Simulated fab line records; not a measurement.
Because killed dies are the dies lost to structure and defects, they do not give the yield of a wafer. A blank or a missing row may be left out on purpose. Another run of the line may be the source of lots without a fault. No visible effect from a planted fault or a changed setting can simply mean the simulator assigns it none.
Code-filled problem report in 8D (eight disciplines) form / flow nand harc / the parts of the form that need people (team, actions taken, sign-off) are left out

== 1. WHAT IS WRONG ==
Wafers without a fault read 89.7 nm, standard deviation 0.92; cd nm at NHARC_P_M0_CD_MEAS_09 reads a mean of 81.7 nm on 6 wafers belonging to 2 lots. Measured from the usual mean, that is -8.7 standard deviations.
The step: target cd 90 nm.
Seen first at day 14 17:04 on cd sem-03, wafer L842.1. Wafers with a number at this step in the record: 33, from 11 lots. Rule for "out" (also "out of limits"): further than 4 standard deviations from the usual mean. The rest of the wafers with a number are treated as sound.

== 2. WHAT IT IS, WHAT IT ISN'T ==
question=which readings at this step; is=cd nm; is not=-
question=which lots; is=L842, L843; is not=L821, L824, L827, L832, L834, L836, L837, L838, L839
question=which wafers of those lots; is=all that have a number; is not=-
question=read on which gauges; is=cd sem-03; is not=cd sem-01, cd sem-02
question=when; is=from day 14 17:04; is not=up to then (27 sound wafers)

== 3. SUSPECTS, AND WHAT RULES EACH OUT ==
Counting: any tool at a process step up to the reading is kept as a suspect provided that every lot that is out went through it and no sound lot did after the first of them.
- ruled out: the gauge at NHARC_P_M0_CD_MEAS_09. All the wafers that are out were read on cd sem-03, but those of them that NHARC_P_M0_PEB_07 has rows for are out there too, on other tools.
- rie diel-07 at NHARC_P_CONTACT_STRIP_28 (strips in O2): kept. It ran every lot that is out, first L842 (day 14 13:59), and no sound lot after that; its last sound lot up to then is L837 (day 12 20:50).
- litho track-06 at NHARC_P_M0_PEB_07 (peb time 65 s): kept. It ran every lot that is out, first L842 (day 14 16:59), and no sound lot after that; its last sound lot up to then is L838 (day 13 07:56). Its own heater power total W, plate temp C readings are out on those wafers.
Remaining after the count are rie diel-07 at NHARC_P_CONTACT_STRIP_28 and litho track-06 at NHARC_P_M0_PEB_07.

== 4. THE CAUSE (what the simulator had put in) ==
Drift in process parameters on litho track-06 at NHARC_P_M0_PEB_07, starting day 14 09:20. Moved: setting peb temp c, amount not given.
2 suspects survive the count, and this tool is in that group.

== 5. SEQUENCE OF EFFECTS, ordered by route ==
One row per reading whose mean, taken over the struck wafers that have a number, lies over 3 standard deviations from the usual. Only readings for which the record gives a usual standard deviation are gone through. hours: the time from each lot's start at the first step in this table that gives one to its start at this step, as a median over the lots. sigmas: the change in usual standard deviations.
hours=0; step=NHARC_P_M0_PEB_07; reading=heater power total W; usual=156.6 W; on struck wafers=152.2; change=-4.4; sigmas=-9.9
hours=0; step=NHARC_P_M0_PEB_07; reading=plate temp C; usual=99.97 C; on struck wafers=97.95; change=-2.02; sigmas=-17
hours=0; step=NHARC_P_M0_CD_MEAS_09; reading=cd nm; usual=89.7 nm; on struck wafers=81.7; change=-8.0; sigmas=-8.7
hours=442; step=NHARC_END_SORT_01; reading=killed at periphery; usual=5; on struck wafers=16; change=+11; sigmas=+3.3
The process steps in it:
- NHARC_P_M0_PEB_07: peb time 65 s.

== 6. WHAT WOULD HAVE CAUGHT IT SOONER ==
The first out-of-limits reading at a measuring or inspecting step in this record came at day 14 17:04, 8 hours after the fault's start at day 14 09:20.
The tool's own readings at NHARC_P_M0_PEB_07 were out on every struck wafer that the step has a row for (heater power total W, plate temp C): an alarm limit on them would have fired on the first of those.
Of the lots that are out (2), L843 began NHARC_P_M0_PEB_07 on litho track-06 after day 14 17:04. It would have been spared by a hold on the tool at that moment.
